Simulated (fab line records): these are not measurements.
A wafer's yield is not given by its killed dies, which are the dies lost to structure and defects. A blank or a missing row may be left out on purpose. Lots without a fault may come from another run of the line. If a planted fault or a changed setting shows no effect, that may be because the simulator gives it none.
Which tool was responsible? ; flow nand-harc ; 22 lots with 66 wafers sampled at 4 steps, on a route of 1159 steps

WHAT THE GAUGES READ, wafer by wafer
NHARC_A_CONTACT_INSPECT_10.
lot;measured;on;raw-defect-count
L074;day 16 20:21;defect-inspect-02;27 33 19
L077;day 17 05:47;defect-inspect-02;18 14 9
L075;day 17 07:32;defect-inspect-01;12 10 10
L076;day 17 15:52;defect-inspect-02;29 24 35
L078;day 17 17:39;defect-inspect-01;19 28 35
L080;day 18 12:15;defect-inspect-02;17 15 21
L081;day 18 23:17;defect-inspect-01;33 31 17
L083;day 19 01:40;defect-inspect-02;38 26 31
L084;day 19 11:44;defect-inspect-02;13 7 11
L082;day 19 12:43;defect-inspect-02;26 26 36
L087;day 20 01:10;defect-inspect-01;13 10 7
L085;day 20 03:02;defect-inspect-02;25 25 28
L089;day 20 07:53;defect-inspect-01;38 31 26
L086;day 20 09:47;defect-inspect-01;42 42 50
L090;day 20 23:25;defect-inspect-01;47 52 39
L088;day 21 00:46;defect-inspect-02;27 45 30
L091;day 21 12:35;defect-inspect-02;17 18 10
L094;day 22 03:41;defect-inspect-02;61 60 60
L093;day 22 06:11;defect-inspect-02;27 28 28
L095;day 22 08:06;defect-inspect-02;54 42 50
L096;day 23 07:15;defect-inspect-01;15 22 22
L097;day 23 23:29;defect-inspect-02;23 31 24

WHAT TOOL EACH LOT RAN ON (gives the tool, then ch and the chambers of the sampled wafers, and finally the start)
lot;NHARC_A_CONTACT_ETCH_75;NHARC_A_CONTACT_ETCH_128;NHARC_A_CONTACT_ETCH_129
L074;rie-diel-01 ch 0,1, day 16 13:17;har-cap-etch-01 ch 0,1, day 16 15:01;har-cap-etch-01 ch 0,1, day 16 15:09
L077;rie-diel-01 ch 0,1, day 16 23:27;har-cap-etch-03 ch 0,1, day 17 01:07;har-cap-etch-03 ch 0,1, day 17 01:16
L075;rie-diel-01 ch 0,2,3, day 17 01:27;har-cap-etch-02 ch 0,1, day 17 03:09;har-cap-etch-02 ch 0,1, day 17 03:17
L076;rie-diel-12 ch 1,2,3, day 17 06:20;har-cap-etch-02 ch 0,1, day 17 08:04;har-cap-etch-02 ch 0,1, day 17 08:12
L078;rie-diel-12 ch 1,2,3, day 17 08:49;har-cap-etch-03 ch 0,1, day 17 10:49;har-cap-etch-03 ch 0,1, day 17 11:00
L080;rie-diel-02 ch 0,2,3, day 18 02:34;har-cap-etch-01 ch 1, day 18 04:18;har-cap-etch-01 ch 1, day 18 04:26
L081;rie-diel-01 ch 1,2,3, day 18 16:59;har-cap-etch-02 ch 0,1, day 18 18:43;har-cap-etch-02 ch 0,1, day 18 18:51
L083;rie-diel-01 ch 1,2,3, day 18 18:35;har-cap-etch-03 ch 0,1, day 18 20:28;har-cap-etch-03 ch 0,1, day 18 20:39
L084;rie-diel-02 ch 0,1,3, day 19 03:52;har-cap-etch-02 ch 1, day 19 05:53;har-cap-etch-02 ch 1, day 19 06:02
L082;rie-diel-12 ch 2,3, day 19 04:37;har-cap-etch-01 ch 0,1, day 19 07:11;har-cap-etch-01 ch 0,1, day 19 07:19
L087;rie-diel-01 ch 1,2, day 19 18:22;har-cap-etch-01 ch 1, day 19 20:02;har-cap-etch-01 ch 1, day 19 20:10
L085;rie-diel-01 ch 0,1,2, day 19 20:29;har-cap-etch-03 ch 0,1, day 19 22:10;har-cap-etch-03 ch 0,1, day 19 22:18
L089;rie-diel-01 ch 0,2, day 19 23:58;har-cap-etch-01 ch 0,1, day 20 01:43;har-cap-etch-01 ch 0,1, day 20 01:51
L086;rie-diel-12 ch 1,2, day 20 02:50;har-cap-etch-03 ch 0,1, day 20 04:55;har-cap-etch-03 ch 0,1, day 20 05:07
L090;rie-diel-01 ch 1,2, day 20 14:30;har-cap-etch-02 ch 0,1, day 20 16:32;har-cap-etch-02 ch 0,1, day 20 16:40
L088;rie-diel-02 ch 0,3, day 20 16:38;har-cap-etch-03 ch 0,1, day 20 18:17;har-cap-etch-03 ch 0,1, day 20 18:26
L091;rie-diel-01 ch 0,1, day 21 04:34;har-cap-etch-02 ch 0, day 21 06:14;har-cap-etch-02 ch 0, day 21 06:22
L094;rie-diel-02 ch 1,2,3, day 21 19:59;har-cap-etch-03 ch 0,1, day 21 22:01;har-cap-etch-03 ch 0,1, day 21 22:09
L093;rie-diel-02 ch 0,3, day 21 23:38;har-cap-etch-02 ch 0,1, day 22 01:19;har-cap-etch-02 ch 0,1, day 22 01:28
L095;rie-diel-01 ch 1,2,3, day 22 01:53;har-cap-etch-01 ch 0,1, day 22 03:34;har-cap-etch-01 ch 0,1, day 22 03:42
L096;rie-diel-01 ch 0,3, day 22 20:49;har-cap-etch-03 ch 0,1, day 22 23:26;har-cap-etch-03 ch 0,1, day 22 23:35
L097;rie-diel-12 ch 2,3, day 23 12:10;har-cap-etch-03 ch 0,1, day 23 13:50;har-cap-etch-03 ch 0,1, day 23 13:59
- NHARC_A_CONTACT_ETCH_75: etches the open film in CF4, target depth 39 nm, time 65 s.
- NHARC_A_CONTACT_ETCH_128: etches the open film in C4F8/O2/Ar, time 155 s, target depth 956 nm.
- NHARC_A_CONTACT_ETCH_129: etches the open film in C4F8/O2/Ar, time 155 s, target depth 956 nm.

WHAT THE TOOLS THEMSELVES READ (means of the sampled wafers that have a number; where no wafer has one, the mark that the record gives instead)
NHARC_A_CONTACT_ETCH_75.
lot;tool;cf4-flow-sccm (sccm);chamber-pressure-mTorr (mTorr);drypump-motor-current-A (A);oes-product-au (a.u.);rf-vpp-V (V);showerhead-plenum-p-Torr (Torr);throttle-valve-pct (%)
L074;rie-diel-01;150.1;50.00;5.6;1.003;151.1;1.78;13.285
L077;rie-diel-01;149.9;49.98;5.5;0.996;151.2;1.78;13.274
L075;rie-diel-01;150.1;50.01;5.7;1.005;150.9;1.73;13.278
L076;rie-diel-12;150.0;50.00;5.6;1.000;151.8;1.73;13.287
L078;rie-diel-12;150.3;50.00;5.6;1.009;150.8;1.73;13.281
L080;rie-diel-02;150.0;50.02;6.0;0.991;151.4;1.81;13.280
L081;rie-diel-01;150.4;50.02;5.6;0.997;151.5;1.75;13.284
L083;rie-diel-01;150.0;50.01;5.6;0.995;151.3;1.75;13.288
L084;rie-diel-02;149.8;50.01;6.5;0.998;152.3;1.76;13.283
L082;rie-diel-12;150.3;50.03;5.8;0.994;149.8;1.69;13.290
L087;rie-diel-01;150.0;50.03;5.2;1.007;151.5;1.75;13.293
L085;rie-diel-01;150.4;49.99;5.4;0.994;150.4;1.77;13.288
L089;rie-diel-01;150.3;50.02;5.3;1.011;150.5;1.72;13.281
L086;rie-diel-12;150.0;49.97;5.4;1.009;150.3;1.75;13.284
L090;rie-diel-01;150.2;50.02;5.3;1.002;151.4;1.79;13.285
L088;rie-diel-02;150.0;50.01;6.3;0.984;151.3;1.78;13.293
L091;rie-diel-01;150.0;50.03;5.6;0.995;151.3;1.78;13.277
L094;rie-diel-02;150.0;50.04;6.1;0.998;151.3;1.81;13.277
L093;rie-diel-02;150.2;50.00;6.3;0.992;150.5;1.78;13.287
L095;rie-diel-01;149.7;50.00;5.6;1.015;150.6;1.75;13.293
L096;rie-diel-01;150.0;50.04;5.8;1.008;150.9;1.73;13.291
L097;rie-diel-12;149.9;50.03;5.7;1.000;150.4;1.68;13.286

NHARC_A_CONTACT_ETCH_128.
lot;tool;chamber-pressure-mTorr (mTorr)
L074;har-cap-etch-01;20.003
L077;har-cap-etch-03;19.994
L075;har-cap-etch-02;20.007
L076;har-cap-etch-02;20.013
L078;har-cap-etch-03;20.016
L080;har-cap-etch-01;19.988
L081;har-cap-etch-02;20.006
L083;har-cap-etch-03;19.986
L084;har-cap-etch-02;19.998
L082;har-cap-etch-01;19.992
L087;har-cap-etch-01;19.978
L085;har-cap-etch-03;20.003
L089;har-cap-etch-01;19.995
L086;har-cap-etch-03;20.012
L090;har-cap-etch-02;20.000
L088;har-cap-etch-03;19.987
L091;har-cap-etch-02;19.991
L094;har-cap-etch-03;20.018
L093;har-cap-etch-02;19.998
L095;har-cap-etch-01;20.004
L096;har-cap-etch-03;19.991
L097;har-cap-etch-03;19.999

NHARC_A_CONTACT_ETCH_129.
lot;tool;chamber-pressure-mTorr (mTorr)
L074;har-cap-etch-01;20.001
L077;har-cap-etch-03;20.007
L075;har-cap-etch-02;19.998
L076;har-cap-etch-02;20.012
L078;har-cap-etch-03;19.998
L080;har-cap-etch-01;19.986
L081;har-cap-etch-02;20.000
L083;har-cap-etch-03;20.013
L084;har-cap-etch-02;20.013
L082;har-cap-etch-01;20.006
L087;har-cap-etch-01;20.008
L085;har-cap-etch-03;19.974
L089;har-cap-etch-01;19.998
L086;har-cap-etch-03;20.009
L090;har-cap-etch-02;19.978
L088;har-cap-etch-03;20.013
L091;har-cap-etch-02;19.997
L094;har-cap-etch-03;20.003
L093;har-cap-etch-02;19.992
L095;har-cap-etch-01;20.015
L096;har-cap-etch-03;19.995
L097;har-cap-etch-03;20.010

THE ANSWER, worked out from the rows above alone
Rule: what is usual is taken from the lots themselves. Put in order of their means at a reading, lots are off if they are a third of the lots or fewer, leave a main group of 4 or more, and stand apart from it by a gap of 3 or more times the standard deviation of the main group's means; of several such gaps the widest counts. The tables above print the reading to a certain number of digits; a main group whose means all agree to those digits is not used. A lot without any number at a reading at which 4 lots or more have one is off too. Where the step has rows for the other lots, those lots are counted as sound. Order of review: gauges by route order, followed by the tools' own readings, for which a lot's mean as printed above is used. The first step at which some lot is off is used, and at that step the reading that is off furthest; a lot without a number counts as furthest.
No lot is off at any reading shown: from this, nothing can be told.

WHAT THE SIMULATOR HAD INSERTED
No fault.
